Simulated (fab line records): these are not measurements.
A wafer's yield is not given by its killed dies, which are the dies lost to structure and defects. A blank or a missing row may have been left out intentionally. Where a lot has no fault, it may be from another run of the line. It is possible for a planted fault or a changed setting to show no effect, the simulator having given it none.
What tool caused it? / flow nandHarc / 36 wafers from 12 lots sampled at 3 of the route's 1159 steps

WHAT EACH GAUGE READ, for each wafer
NHARC_P_BONDPAD_OVL_MEAS_38.
lot=L075; measured=day 6 23:15; on=overlay-02; overlayXNm (nm)=-1 -1 -1
lot=L077; measured=day 7 10:17; on=overlay-01; overlayXNm (nm)=-2 -2 -2
lot=L080; measured=day 7 16:13; on=overlay-01; overlayXNm (nm)=3 3 3
lot=L081; measured=day 8 08:55; on=overlay-01; overlayXNm (nm)=-1 -2 -2
lot=L083; measured=day 8 12:49; on=overlay-02; overlayXNm (nm)=-2 -2 -2
lot=L085; measured=day 9 03:53; on=overlay-02; overlayXNm (nm)=-1 -2 -2
lot=L086; measured=day 9 19:01; on=overlay-01; overlayXNm (nm)=-5 -5 -5
lot=L089; measured=day 10 05:35; on=overlay-01; overlayXNm (nm)=-9 -9 -9
lot=L092; measured=day 10 15:57; on=overlay-01; overlayXNm (nm)=5 5 5
lot=L094; measured=day 11 02:27; on=overlay-01; overlayXNm (nm)=-1 0 0
lot=L095; measured=day 11 10:23; on=overlay-02; overlayXNm (nm)=-2 -2 -2
lot=L097; measured=day 12 10:32; on=overlay-01; overlayXNm (nm)=0 0 0

WHICH TOOL RAN EACH LOT (tool, then ch and the chambers of the sampled wafers, then the start)
lot=L075; NHARC_P_M1_PRE_CLEAN_32=pecvd-01 ch 1,2, day 6 17:31; NHARC_P_M2_ETCH_35=rieDiel-04 ch 0,1,2, day 6 18:58
lot=L077; NHARC_P_M1_PRE_CLEAN_32=pecvd-03 ch 0,2, day 7 04:29; NHARC_P_M2_ETCH_35=rieDiel-04 ch 0,3, day 7 05:55
lot=L080; NHARC_P_M1_PRE_CLEAN_32=pecvd-03 ch 0,1,2, day 7 10:14; NHARC_P_M2_ETCH_35=rieDiel-07 ch 0,1,3, day 7 11:49
lot=L081; NHARC_P_M1_PRE_CLEAN_32=pecvd-01 ch 0,2, day 8 03:07; NHARC_P_M2_ETCH_35=rieDiel-04 ch 1,2,3, day 8 04:34
lot=L083; NHARC_P_M1_PRE_CLEAN_32=pecvd-03 ch 0,1,2, day 8 07:01; NHARC_P_M2_ETCH_35=rieDiel-04 ch 1,2,3, day 8 08:31
lot=L085; NHARC_P_M1_PRE_CLEAN_32=pecvd-04 ch 0,1,2, day 8 22:01; NHARC_P_M2_ETCH_35=rieDiel-04 ch 0,1,3, day 8 23:36
lot=L086; NHARC_P_M1_PRE_CLEAN_32=pecvd-01 ch 0,1,2, day 9 13:08; NHARC_P_M2_ETCH_35=rieDiel-04 ch 0,1,2, day 9 14:37
lot=L089; NHARC_P_M1_PRE_CLEAN_32=pecvd-04 ch 0,1,2, day 9 23:35; NHARC_P_M2_ETCH_35=rieDiel-04 ch 1,2, day 10 01:12
lot=L092; NHARC_P_M1_PRE_CLEAN_32=pecvd-04 ch 0,1,2, day 10 09:45; NHARC_P_M2_ETCH_35=rieDiel-04 ch 0,1,3, day 10 11:21
lot=L094; NHARC_P_M1_PRE_CLEAN_32=pecvd-01 ch 1,2, day 10 20:28; NHARC_P_M2_ETCH_35=rieDiel-04 ch 1,2,3, day 10 22:13
lot=L095; NHARC_P_M1_PRE_CLEAN_32=pecvd-03 ch 0,1,2, day 11 04:40; NHARC_P_M2_ETCH_35=rieDiel-04 ch 1,2,3, day 11 06:09
lot=L097; NHARC_P_M1_PRE_CLEAN_32=pecvd-04 ch 0,1,2, day 12 04:35; NHARC_P_M2_ETCH_35=rieDiel-05 ch 0,1,2, day 12 06:17
- NHARC_P_M1_PRE_CLEAN_32: time 12 s.
- NHARC_P_M2_ETCH_35: etches the open film in N2/H2, target depth 40 nm, overetch 12 nm, time 43.94 s.

THE ANSWER, worked out from the rows above alone
Rule: the lots themselves supply what counts as usual. Put in order of their means at a reading, lots are off if they are a third of the lots or fewer, leave a main group of 4 or more, and stand apart from it by a gap of 3 or more times the standard deviation of the main group's means; of several such gaps the widest counts. Not used: any main group whose means are identical at the precision the tables above print for the reading. Also off: a lot with no number at a reading for which 4 or more lots have one. The other lots that the step has rows for count as sound.
Nothing can be told from this: no lot is off at any reading shown.

WHAT HAD BEEN PUT IN BY THE SIMULATOR
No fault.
